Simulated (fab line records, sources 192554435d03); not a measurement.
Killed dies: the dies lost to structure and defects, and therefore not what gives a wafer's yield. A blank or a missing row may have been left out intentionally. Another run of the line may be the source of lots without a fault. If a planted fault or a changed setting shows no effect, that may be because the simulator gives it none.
Split-lot study | flow n5 finfet | 7 lots, 21 wafers read, on a route of 1938 steps

## ABOUT THE SPLIT
At N5_WELL_APT_COAT_02 (resist thk 950 nm), the setting spin rpm was moved away from the recipe's 1357 rpm on 8 of the 21 wafers read, by -8.0% to +10.9%. For the rest of the wafers, this setting stayed at what the recipe calls for.

The reading is taken at the split's own step.

## THE READING
coat_of_WELL_APT_COAT_02.thk nm (the simulator's own value, which no gauge read), in nm, at N5_WELL_APT_COAT_02 (resist thk 950 nm). No usual value for it is given in the file. Average 951.7 nm, standard deviation 1.8 nm, over the 13 wafers here run with the recipe.

wafer  | tool, chamber at the split | spin rpm as run, rpm | against the recipe | coat_of_WELL_APT_COAT_02.thk nm, nm | against lot-mates on the recipe
L074.1 | litho track-05, 0          | 1357                 | recipe             | 953.2                               | -
L074.3 | litho track-05, 0          | 1414                 | +4.2%              | 932.8                               | -20.5
L074.5 | litho track-05, 0          | 1357                 | recipe             | 953.3                               | -
L075.1 | litho track-03, 0          | 1357                 | recipe             | 948.3                               | -
L075.3 | litho track-03, 0          | 1505                 | +10.9%             | 899.5                               | -49.3
L075.6 | litho track-03, 0          | 1357                 | recipe             | 949.4                               | -
L076.3 | litho track-03, 0          | 1396                 | +2.9%              | 940                                 | -12.9
L076.5 | litho track-03, 0          | 1357                 | recipe             | 952.9                               | -
L076.6 | litho track-03, 0          | 1396                 | +2.9%              | 939.6                               | -13.3
L079.1 | litho track-03, 0          | 1417                 | +4.4%              | 935.1                               | -18.8
L079.5 | litho track-03, 0          | 1357                 | recipe             | 952.6                               | -
L079.6 | litho track-03, 0          | 1357                 | recipe             | 955.2                               | -
L089.2 | litho track-01, 0          | 1357                 | recipe             | 952.3                               | -
L089.4 | litho track-01, 0          | 1357                 | recipe             | 952.1                               | -
L089.5 | litho track-01, 0          | 1357                 | recipe             | 951.4                               | -
L091.1 | litho track-01, 0          | 1357                 | recipe             | 949.7                               | -
L091.3 | litho track-01, 0          | 1357                 | recipe             | 950.8                               | -
L091.5 | litho track-01, 0          | 1249                 | -8.0%              | 991.3                               | +41.0
L096.2 | litho track-05, 0          | 1357                 | recipe             | 951.1                               | -
L096.3 | litho track-05, 0          | 1475                 | +8.7%              | 911.8                               | -39.3
L096.5 | litho track-05, 0          | 1475                 | +8.7%              | 914.5                               | -36.6

THE FIT
A straight line over all 21 wafers: coat_of_WELL_APT_COAT_02.thk nm changes by -4.64 nm for each +1% of spin rpm; r = -0.99; the points scatter about the line by 2 nm.
The same after taking each lot's own level away (the mean of its wafers on the recipe; 21 wafers): -4.61 nm for each +1%; r = -1.00; scatter 1.4 nm.
On that fit, the largest move of spin rpm shifts the reading by 50 nm.
The lots' own levels span 948.85 to 953.90 nm, that is 2.8 times the standard deviation above.
The two slopes agree, so the slope changes little with the lot-to-lot level.
Check: for one of the wafers moved furthest among these (+10.9%), held out of the fit, the line's prediction against its lot-mates is -50 nm. It came out at -49.3 nm against them.

## FILE'S OWN FIT
coat_of_WELL_APT_COAT_02.thk nm changes by -4.62 nm for each +1% of spin rpm, r = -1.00.
